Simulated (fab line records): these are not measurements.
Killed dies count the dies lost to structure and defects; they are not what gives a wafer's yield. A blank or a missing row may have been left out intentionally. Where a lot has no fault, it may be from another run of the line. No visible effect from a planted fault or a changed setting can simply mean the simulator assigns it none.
Which tool was responsible?	flow n5Finfet	13 lots with 38 wafers sampled at 5 steps, on a route of 1938 steps

## WHAT THE GAUGES READ, wafer by wafer
Not one reading of a measure or inspect step in the record can be checked against a usual standard deviation.

## WHAT TOOL EACH LOT RAN ON (gives the tool, then ch and the chambers of the sampled wafers, and finally the start)
lot	N5_SD_EPI_P_ETCH_47	N5_SD_EPI_P_STRIP_40	N5_SD_EPI_P_VAPOR_ETCH_44	N5_SD_ACTIVATION_RTA_00	N5_PASSIVATION_PROBE_49
L787	rieDiel-03 ch 0,2,3, day 3 23:50	plasmaAsher-02 ch 0,1, day 4 00:08	epiRpcvd-02 ch 0, day 4 00:31	rtpAnneal-02 ch 0, day 4 03:05	-
L790	rieDiel-03 ch 1,3, day 4 15:42	plasmaAsher-01 ch 0,1, day 4 16:01	epiRpcvd-03 ch 0, day 4 16:21	rtpAnneal-01 ch 0, day 4 18:56	-
L794	rieDiel-01 ch 0,1, day 5 11:29	plasmaAsher-01 ch 0,1, day 5 11:48	epiRpcvd-03 ch 0, day 5 12:10	rtpAnneal-01 ch 0, day 5 15:17	-
L796	rieDiel-01 ch 0,3, day 6 01:39	plasmaAsher-02 ch 0,1, day 6 01:58	epiRpcvd-02 ch 0, day 6 02:25	rtpAnneal-01 ch 0, day 6 06:14	-
L797	rieDiel-03 ch 0,1, day 6 08:02	plasmaAsher-01 ch 0,1, day 6 08:22	epiRpcvd-03 ch 0, day 6 08:41	rtpAnneal-02 ch 0, day 6 11:16	-
L799	rieDiel-03 ch 2,3, day 6 19:36	plasmaAsher-01 ch 0,1, day 6 19:55	epiRpcvd-02 ch 0, day 6 20:19	rtpAnneal-02 ch 0, day 6 23:40	prober-01, day 16 16:40
L801	rieDiel-04 ch 0,1,2, day 7 05:52	plasmaAsher-01 ch 1, day 7 06:11	epiRpcvd-02 ch 0, day 7 06:38	rtpAnneal-01 ch 0, day 7 10:01	-
L803	rieDiel-01 ch 0,1, day 7 18:22	plasmaAsher-01 ch 0,1, day 7 18:41	epiRpcvd-02 ch 0, day 7 19:04	rtpAnneal-02 ch 0, day 7 22:26	-
L804	rieDiel-01 ch 2,3, day 8 02:31	plasmaAsher-01 ch 0,1, day 8 02:52	epiRpcvd-03 ch 0, day 8 03:14	rtpAnneal-02 ch 0, day 8 05:49	-
L805	rieDiel-04 ch 0,2,3, day 8 06:45	plasmaAsher-01 ch 0,1, day 8 07:04	epiRpcvd-01 ch 0, day 8 07:28	rtpAnneal-02 ch 0, day 8 10:07	-
L806	rieDiel-04 ch 0,1,2, day 8 12:29	plasmaAsher-02 ch 0,1, day 8 12:47	epiRpcvd-01 ch 0, day 8 13:10	rtpAnneal-02 ch 0, day 8 15:44	-
L807	rieDiel-04 ch 1,3, day 8 19:06	plasmaAsher-01 ch 0,1, day 8 19:25	epiRpcvd-01 ch 0, day 8 19:47	rtpAnneal-01 ch 0, day 8 22:30	-
L808	rieDiel-04 ch 0,1,2, day 9 00:25	plasmaAsher-02 ch 0,1, day 9 00:45	epiRpcvd-01 ch 0, day 9 01:10	rtpAnneal-02 ch 0, day 9 03:45	-
- N5_SD_EPI_P_ETCH_47: etches SiOCN in CH3F/O2, target depth 25 nm.
- N5_SD_EPI_P_STRIP_40: strips in N2/H2.
- N5_SD_EPI_P_VAPOR_ETCH_44: etches SiGe30 in NF3/Ar, time 3.3 s.
- N5_SD_ACTIVATION_RTA_00: time 0 s.
- N5_PASSIVATION_PROBE_49

## WHAT THE TOOLS THEMSELVES READ (means of the sampled wafers that have a number; where no wafer has one, the mark that the record gives instead)
N5_SD_EPI_P_ETCH_47. Usual: drypumpMotorCurrentA 5.9 A, standard deviation 0.58; mfcArSccm 150.1 sccm, standard deviation 0.41; oesProductAu 0.79 a.u., standard deviation 0.093; rfVppV 129.2 V, standard deviation 2.5; showerheadPlenumPTorr 2.00 Torr, standard deviation 0.06; throttleValvePct 16.4 %, standard deviation 0.3.
lot	tool	drypumpMotorCurrentA (A)	mfcArSccm (sccm)	oesProductAu (a.u.)	rfVppV (V)	showerheadPlenumPTorr (Torr)	throttleValvePct (%)	flag
L787	rieDiel-03	5.6	150.1	0.79	130.7	2.01	16.2	
L790	rieDiel-03	5.6	150.6	0.77	130.7	2.04	16.2	
L794	rieDiel-01	4.9	150.3	0.87	125.0	2.02	16.2	
L796	rieDiel-01	5.3	150.3	0.92	125.5	2.01	16.1	
L797	rieDiel-03	5.1	150.0	0.84	128.4	2.02	15.9	
L799	rieDiel-03	5.7	149.5	0.71	130.4	1.97	16.5	
L801	rieDiel-04	6.0	150.1	0.80	130.8	2.05	16.6	
L803	rieDiel-01	5.0	149.8	0.79	124.3	1.99	16.4	
L804	rieDiel-01	6.2	150.1	0.94	128.1	1.96	15.9	
L805	rieDiel-04	6.0	149.9	0.76	130.4	2.01	16.6	
L806	rieDiel-04	6.0	149.6	0.78	130.2	2.05	16.6	
L807	rieDiel-04	6.5	149.7	0.77	130.6	1.99	16.5	
L808	rieDiel-04	6.0	150.4	0.77	130.7	2.05	16.6	

N5_SD_EPI_P_STRIP_40. Usual: drypumpMotorCurrentA 5.6 A, standard deviation 0.32; heaterPowerW 350 W, standard deviation 23; oesProductAu 0.761 a.u., standard deviation 0.011.
lot	tool	drypumpMotorCurrentA (A)	heaterPowerW (W)	oesProductAu (a.u.)	flag
L787	plasmaAsher-02	5.5	330	0.769	
L790	plasmaAsher-01	5.6	365	0.758	
L794	plasmaAsher-01	5.8	368	0.761	
L796	plasmaAsher-02	5.5	333	0.766	
L797	plasmaAsher-01	5.7	364	0.754	
L799	plasmaAsher-01	5.6	361	0.764	
L801	plasmaAsher-01	5.6	362	0.770	
L803	plasmaAsher-01	5.8	360	0.760	
L804	plasmaAsher-01	5.8	369	0.767	
L805	plasmaAsher-01	5.8	370	0.762	
L806	plasmaAsher-02	5.5	329	0.754	
L807	plasmaAsher-01	5.7	358	0.765	
L808	plasmaAsher-02	5.5	333	0.758	

N5_SD_ACTIVATION_RTA_00. Usual: lampPowerPct 8.95 %, standard deviation 0.054; wafer_temp_C_max 975.0, standard deviation 1.8.
lot	tool	lampPowerPct (%)	wafer_temp_C_max	flag
L787	rtpAnneal-02	8.95	973.6	
L790	rtpAnneal-01	8.91	975.1	
L794	rtpAnneal-01	9.00	974.2	
L796	rtpAnneal-01	8.91	975.9	
L797	rtpAnneal-02	8.96	974.0	
L799	rtpAnneal-02	8.94	973.4	
L801	rtpAnneal-01	8.92	974.9	
L803	rtpAnneal-02	8.94	975.0	
L804	rtpAnneal-02	8.96	975.6	
L805	rtpAnneal-02	8.93	975.1	
L806	rtpAnneal-02	9.00	975.1	
L807	rtpAnneal-01	8.98	974.7	
L808	rtpAnneal-02	8.94	974.4	

N5_PASSIVATION_PROBE_49. Usual: killed_at_M0_to_M3 36, standard deviation 10; killed_at_M4_up 13, standard deviation 5.5; killedAtContacts 12, standard deviation 5.6; killedAtFrontEnd 42, standard deviation 12; killedAtOther 4, standard deviation 3.2; killedDies 108, standard deviation 18; killedOpen 71, standard deviation 13; killedShort 34, standard deviation 7.8.
lot	tool	killed_at_M0_to_M3	killed_at_M4_up	killedAtContacts	killedAtFrontEnd	killedAtOther	killedDies	killedOpen	killedShort	flag
L799	prober-01	31	5	13	73	4	126	86	38	

## THE ANSWER, worked out from the rows above alone
Rule: lot off if the mean of its wafers having a number is beyond 3 standard deviations from the usual mean. A lot without any number at a reading at which 4 lots or more have one is off too. The other lots that the step has rows for count as sound. Order of review: gauges by route order, followed by the tools' own readings, for which a lot's mean as printed above is used. The first step at which some lot is off is used, and at that step the reading that is off furthest; a lot without a number counts as furthest.
No lot is off at any reading shown: from this, nothing can be told.

## WHAT WAS PUT IN BY THE SIMULATOR
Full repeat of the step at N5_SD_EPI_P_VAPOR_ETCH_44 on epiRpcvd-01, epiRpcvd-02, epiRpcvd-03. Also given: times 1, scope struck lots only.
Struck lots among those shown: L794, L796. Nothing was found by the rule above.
